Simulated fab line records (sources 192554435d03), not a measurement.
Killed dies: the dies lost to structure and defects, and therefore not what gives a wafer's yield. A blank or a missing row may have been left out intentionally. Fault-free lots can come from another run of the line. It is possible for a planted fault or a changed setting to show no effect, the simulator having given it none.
Chamber matching ; flow n5 finfet ; N5_GATE_CUT_ETCH_36 on rie diel-02: 4 sister chambers
The step etches SiARC in CF4, target depth 13 nm, time 21.7 s. 4 wafers are shown with their chamber, then 7 later ones without.

== WAFERS, EACH WITH ITS CHAMBER ==
wafer;chamber;showerhead plenum p Torr (Torr)
L086.1;2;2.23
L086.4;0;2.17
L088.1;3;2.11
L088.3;1;2.07

== WAFERS WHOSE CHAMBER IS MISSING ==
wafer;showerhead plenum p Torr (Torr)
L088.5;2.11
L091.2;2.16
L091.3;2.22
L091.4;2.07
L097.2;2.10
L097.5;2.10
L097.6;2.16

== WHICH CHAMBER EACH ONE RAN IN ==
wafer;from the rows above;in truth
L088.5;3;3
L091.2;0;0
L091.3;2;2
L091.4;1;1
L097.2;3;3
L097.5;3;3
L097.6;0;0
Correctly placed: 7 of 7. From these rows, 0 cannot be placed. Wrongly placed: 0.
How it was worked out, from the rows above alone: a wafer's distance from a chamber is the root of the sum, over the readings, of the square of ((its reading less the chamber's mean) divided by the reading's scatter). If the next closest chamber is less than 2 further off than the closest, the wafer can't be placed; otherwise it belongs to the closest. A chamber's mean is the mean of its shown wafers. The scatter (one wafer shown for each chamber): square how far every hidden wafer sits from the nearest shown wafer, average those squares and take the square root.
